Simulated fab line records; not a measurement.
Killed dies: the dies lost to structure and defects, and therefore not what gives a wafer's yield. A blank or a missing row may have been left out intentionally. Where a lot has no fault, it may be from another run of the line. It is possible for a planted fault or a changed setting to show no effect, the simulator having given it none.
Which of the tools did it?    flow n5 finfet    30 wafers from 10 lots sampled at 6 of the route's 1938 steps

== WHAT EACH GAUGE READ, for each wafer ==
N5_BEOL_M7_OCD_MEAS_38.
lot   measured      on      trench depth nm (nm)
L076  day 13 10:26  ocd-01  91.5 94.8 92.2
L078  day 13 19:23  ocd-02  97.4 91.1 97.8
L079  day 14 04:29  ocd-01  98.3 91.4 92.1
L081  day 15 01:20  ocd-01  90.9 92.6 90.1
L083  day 15 03:37  ocd-02  92.1 91.0 91.4
L090  day 16 10:30  ocd-02  91.6 93.3 90.5
L088  day 17 00:05  ocd-01  95.2 95.7 97.9
L091  day 17 05:24  ocd-02  94.2 91.5 89.7
L094  day 17 08:44  ocd-02  92.7 93.8 93.1
L097  day 18 20:19  ocd-01  92.7 93.4 92.7

== TOOL THAT RAN EACH LOT (tool first, then ch and the chambers of the sampled wafers, then the start) ==
lot   N5_BEOL_M6_ANNEAL_51              N5_BEOL_M7_DESCUM_16                N5_BEOL_M7_ETCH_62                  N5_BEOL_M7_ETCH_72                  N5_BEOL_M7_STRIP_36
L076  rtp anneal-01 ch 0, day 13 03:37  rie diel-05 ch 1,2,3, day 13 06:56  rie diel-05 ch 1,2,3, day 13 07:01  rie diel-05 ch 2,3, day 13 10:02    rie diel-05 ch 2,3, day 13 10:14
L078  rtp anneal-02 ch 0, day 13 12:56  rie diel-05 ch 1,2, day 13 17:08    rie diel-05 ch 1,2, day 13 17:13    rie diel-06 ch 0,3, day 13 18:59    rie diel-06 ch 0,3, day 13 19:11
L079  rtp anneal-02 ch 0, day 13 21:59  rie diel-02 ch 0,1, day 14 01:47    rie diel-02 ch 0,1, day 14 01:53    rie diel-06 ch 0,1,3, day 14 04:05  rie diel-06 ch 0,1,3, day 14 04:17
L081  rtp anneal-02 ch 0, day 14 18:01  rie diel-05 ch 2,3, day 14 22:21    rie diel-05 ch 2,3, day 14 22:26    rie diel-02 ch 2,3, day 15 00:57    rie diel-02 ch 2,3, day 15 01:08
L083  rtp anneal-02 ch 0, day 14 23:17  rie diel-02 ch 0,1,3, day 15 02:10  rie diel-02 ch 0,1,3, day 15 02:16  rie diel-05 ch 2,3, day 15 03:13    rie diel-05 ch 2,3, day 15 03:25
L090  rtp anneal-01 ch 0, day 16 01:17  rie diel-02 ch 0,2, day 16 08:49    rie diel-02 ch 0,2, day 16 08:54    rie diel-02 ch 2,3, day 16 10:07    rie diel-02 ch 2,3, day 16 10:18
L088  rtp anneal-02 ch 0, day 16 18:37  rie diel-06 ch 1,2, day 16 22:02    rie diel-06 ch 1,2, day 16 22:07    rie diel-06 ch 2,3, day 16 23:41    rie diel-06 ch 2,3, day 16 23:53
L091  rtp anneal-01 ch 0, day 16 22:35  rie diel-05 ch 0,2,3, day 17 01:16  rie diel-05 ch 0,2,3, day 17 01:22  rie diel-02 ch 0,1,2, day 17 05:00  rie diel-02 ch 0,1,2, day 17 05:12
L094  rtp anneal-02 ch 0, day 17 02:11  rie diel-02 ch 1,2,3, day 17 05:46  rie diel-02 ch 1,2,3, day 17 05:52  rie diel-05 ch 0,1,2, day 17 08:21  rie diel-05 ch 0,1,2, day 17 08:32
L097  rtp anneal-02 ch 0, day 18 11:47  rie diel-02 ch 0,2,3, day 18 16:22  rie diel-02 ch 0,2,3, day 18 16:27  rie diel-05 ch 0,2,3, day 18 19:55  rie diel-05 ch 0,2,3, day 18 20:07
- N5_BEOL_M6_ANNEAL_51: time 90 s.
- N5_BEOL_M7_DESCUM_16: chemistry O2, time 7.9 s.
- N5_BEOL_M7_ETCH_62: etches SOC in N2/H2, target depth 110 nm, overetch 22 nm, time 165 s.
- N5_BEOL_M7_ETCH_72: etches underlayer in N2/H2, target depth 6.5 nm, time 5.2 s.
- N5_BEOL_M7_STRIP_36: strips in N2/H2.

== THE ANSWER, worked out from the rows above alone ==
Rule: the lots themselves supply what counts as usual. The widest of any qualifying gaps counts: lots, ordered by their means at a reading, are off when they make up no more than a third of the lots, leave a main group of 4 or more, and stand apart from it by 3 or more times the standard deviation of that group's means. A main group whose means are all the same, to the digits that the tables above print for the reading, isn't used. A lot without any number at a reading at which 4 lots or more have one is off too. Any other lot the step has rows for is counted as sound.
Nothing can be told from this: no lot is off at any reading shown.

== WHAT THE SIMULATOR PUT IN ==
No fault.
